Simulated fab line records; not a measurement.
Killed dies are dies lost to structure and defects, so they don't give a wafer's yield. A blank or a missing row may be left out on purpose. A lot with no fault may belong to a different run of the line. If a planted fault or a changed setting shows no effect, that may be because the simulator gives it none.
Matching of chambers	flow nandHarc	rieDiel-12 running NHARC_A_STAIRCASE_TRIM_196: 4 sister chambers
The step chemistry O2, time 211.2 s. 4 wafers are shown with their chamber, then 12 later ones without.

EACH WAFER AND ITS CHAMBER
wafer	chamber	showerheadPlenumPTorr (Torr)
L085.2	2	3.63
L087.1	0	3.32
L087.4	3	3.52
L087.6	1	3.29

WAFERS MISSING THEIR CHAMBER
wafer	showerheadPlenumPTorr (Torr)
L089.3	3.32
L089.5	3.63
L089.6	3.52
L093.3	3.62
L093.4	3.32
L093.5	3.62
L094.1	3.32
L094.2	3.62
L094.5	3.62
L095.4	3.31
L095.5	3.51
L095.6	3.61

WHICH CHAMBER EACH WENT THROUGH
wafer	from the rows above	in truth
L089.3	0	0
L089.5	2	2
L089.6	3	3
L093.3	2	2
L093.4	0	0
L093.5	2	2
L094.1	0	0
L094.2	2	2
L094.5	2	2
L095.4	can't be placed: 0 or 1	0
L095.5	3	3
L095.6	2	2
11 of 12 placed correctly. Cannot be placed on the basis of these rows: 1; the candidates contain the true chamber in 1. Wrongly placed: 0.
How it was worked out, from the rows above alone: a wafer's distance from a chamber is the root of the sum, over the readings, of the square of ((its reading less the chamber's mean) divided by the reading's scatter). The wafer belongs to the nearest chamber; if the next one is less than 2 further off, it can't be placed. The mean given for a chamber averages the wafers shown for that chamber. The scatter (one wafer shown for each chamber): square how far every hidden wafer sits from the nearest shown wafer, average those squares and take the square root.
